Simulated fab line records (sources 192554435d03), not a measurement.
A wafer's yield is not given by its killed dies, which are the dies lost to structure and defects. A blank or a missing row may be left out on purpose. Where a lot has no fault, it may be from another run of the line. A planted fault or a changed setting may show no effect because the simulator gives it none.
Chamber matching | flow n5-finfet | rie-diel-06 running N5_BEOL_M1_VIA_ETCH_34: 4 sister chambers
The step etches the open film in C4F6/O2, target depth 67.8 nm, time 64.4 s. 8 wafers are shown with their chamber, then 8 later ones without.

== WAFERS, EACH WITH ITS CHAMBER ==
wafer  | chamber | drypump-motor-current-A (A) | showerhead-plenum-p-Torr (Torr)
L077.5 | 2       | 6.1                         | 2.89
L080.6 | 2       | 6.1                         | 2.89
L082.3 | 1       | 6.5                         | 2.82
L082.6 | 1       | 6.5                         | 2.82
L089.2 | 0       | 5.2                         | 2.61
L089.3 | 3       | 6.0                         | 2.72
L089.6 | 0       | 5.3                         | 2.62
L092.1 | 3       | 6.0                         | 2.72

== WAFERS WITHOUT THEIR CHAMBER ==
wafer  | drypump-motor-current-A (A) | showerhead-plenum-p-Torr (Torr)
L092.2 | 6.5                         | 2.82
L092.6 | 6.1                         | 2.88
L094.1 | 5.2                         | 2.61
L094.2 | 6.1                         | 2.87
L094.5 | 6.0                         | 2.72
L096.2 | 6.5                         | 2.81
L096.4 | 5.3                         | 2.61
L096.5 | 6.0                         | 2.71

== THE CHAMBER EACH PASSED THROUGH ==
wafer  | from the rows above | in truth
L092.2 | 1                   | 1
L092.6 | 2                   | 2
L094.1 | 0                   | 0
L094.2 | 2                   | 2
L094.5 | 3                   | 3
L096.2 | 1                   | 1
L096.4 | 0                   | 0
L096.5 | 3                   | 3
Correctly placed: 8 of 8. Not placeable from these rows: 0. 0 placed wrongly.
How it was worked out, from the rows above alone: a wafer's distance from a chamber is the root of the sum, over the readings, of the square of ((its reading less the chamber's mean) divided by the reading's scatter). If the next closest chamber is less than 2 further off than the closest, the wafer can't be placed; otherwise it belongs to the closest. A chamber's mean is the mean of its shown wafers. The scatter: the root of (the sum of the squares of (reading less its chamber's mean) over the shown wafers, divided by (wafers less chambers)).
